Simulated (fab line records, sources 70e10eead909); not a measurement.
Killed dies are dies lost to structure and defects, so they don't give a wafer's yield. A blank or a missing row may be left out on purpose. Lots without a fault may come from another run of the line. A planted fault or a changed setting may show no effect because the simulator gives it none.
Chamber matching | flow nand_harc | NHARC_A_SGD_CUT_DEP_00 on pecvd-03: 3 sister chambers
The step deposits SiNx, target thk 50 nm. 3 wafers are shown with their chamber, then 7 later ones without.

WAFERS WITH THEIR CHAMBER
wafer  | chamber | heater_power_w (W)
L663.3 | 1       | 708
L668.1 | 0       | 626
L668.4 | 2       | 685

WAFERS WITHOUT THEIR CHAMBER
wafer  | heater_power_w (W)
L668.5 | 654
L669.1 | 649
L669.5 | 657
L669.6 | 649
L674.2 | 590
L674.4 | 785
L674.6 | 591

WHICH CHAMBER EACH WENT THROUGH
wafer  | from the rows above          | in truth
L668.5 | can't be placed: 0 or 2 or 1 | 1
L669.1 | can't be placed: 0 or 2 or 1 | 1
L669.5 | can't be placed: 2 or 0 or 1 | 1
L669.6 | can't be placed: 0 or 2 or 1 | 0
L674.2 | can't be placed: 0 or 2      | 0
L674.4 | can't be placed: 1 or 2      | 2
L674.6 | can't be placed: 0 or 2      | 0
Placed correctly: 0 of 7. Can't be placed from these rows: 7 (the true chamber is among the candidates in 7). Placed wrongly: 0.
How it was worked out, from the rows above alone: a wafer's distance from a chamber is the root of the sum, over the readings, of the square of ((its reading less the chamber's mean) divided by the reading's scatter). The wafer belongs to the nearest chamber; if the next one is less than 2 further off, it can't be placed. A chamber's mean is the mean of its shown wafers. The scatter: with one shown wafer a chamber, the root of the mean of the squares of how far each hidden wafer lies from its nearest shown one.
